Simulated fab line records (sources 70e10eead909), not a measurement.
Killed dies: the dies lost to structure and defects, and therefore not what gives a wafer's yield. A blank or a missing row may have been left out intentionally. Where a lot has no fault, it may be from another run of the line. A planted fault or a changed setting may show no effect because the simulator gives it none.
Chamber matching	flow nand harc	pecvd-04 running NHARC_A_M1_PRE_CLEAN_32: 3 sister chambers
The step time 12 s. 16 wafers are shown with their chamber, then 8 later ones without.

WAFERS PAIRED WITH THEIR CHAMBERS
wafer	chamber	susceptor temp C (C)	heater power w (W)	rf fwd power W (W)
L521.1	0	370.28	661	291.4
L521.3	2	369.89	653	290.8
L521.6	1	370.30	609	292.1
L522.2	1	370.13	623	292.0
L522.4	2	369.66	620	292.1
L522.6	1	370.25	621	291.5
L523.2	0	369.87	671	292.7
L523.4	0	370.06	666	293.0
L523.6	2	370.04	543	294.6
L524.1	0	369.59	675	292.4
L524.2	2	369.84	586	294.2
L524.6	0	369.68	668	292.1
L525.2	2	370.16	587	293.9
L525.3	0	369.78	579	292.5
L525.5	2	369.91	576	293.0
L533.3	0	369.76	712	293.0

SIGNATURES (means of the wafers above)
reading	chamber 0	chamber 1	chamber 2	scatter within a chamber
susceptor temp C	369.8600	370.2267	369.9167	0.196
heater power w	661.71	617.67	594.17	36.2
rf fwd power W	292.443	291.867	293.100	0.981
Rule: a wafer's distance from a chamber is the root of the sum, over the readings, of the square of ((its reading less the chamber's mean) divided by the reading's scatter). The wafer belongs to the nearest chamber; if the next one is less than 2 further off, it can't be placed. How the scatter is found: for the shown wafers, subtract from each reading the mean of its chamber, square and add these, divide the total by (wafers less chambers), then take the root.

WAFERS WITHOUT THEIR CHAMBER
wafer	susceptor temp C (C)	heater power w (W)	rf fwd power W (W)
L533.4	369.94	686	293.7
L533.6	369.80	669	292.2
L535.1	369.95	598	291.9
L535.2	369.89	615	291.6
L535.5	369.80	615	292.9
L541.1	369.53	594	292.1
L541.2	369.94	601	292.9
L541.4	369.66	587	292.5

WHICH CHAMBER EACH ONE RAN IN
wafer	from the rows above	in truth
L533.4	can't be placed: 0 or 2 or 1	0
L533.6	can't be placed: 0 or 2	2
L535.1	can't be placed: 2 or 1 or 0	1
L535.2	can't be placed: 0 or 2 or 1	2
L535.5	can't be placed: 2 or 0 or 1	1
L541.1	can't be placed: 2 or 0 or 1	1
L541.2	can't be placed: 2 or 0 or 1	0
L541.4	can't be placed: 2 or 0 or 1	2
Placed correctly: 0 of 8. Unplaceable from these rows: 8, with the true chamber sitting among the candidates in 8. 0 placed wrongly.
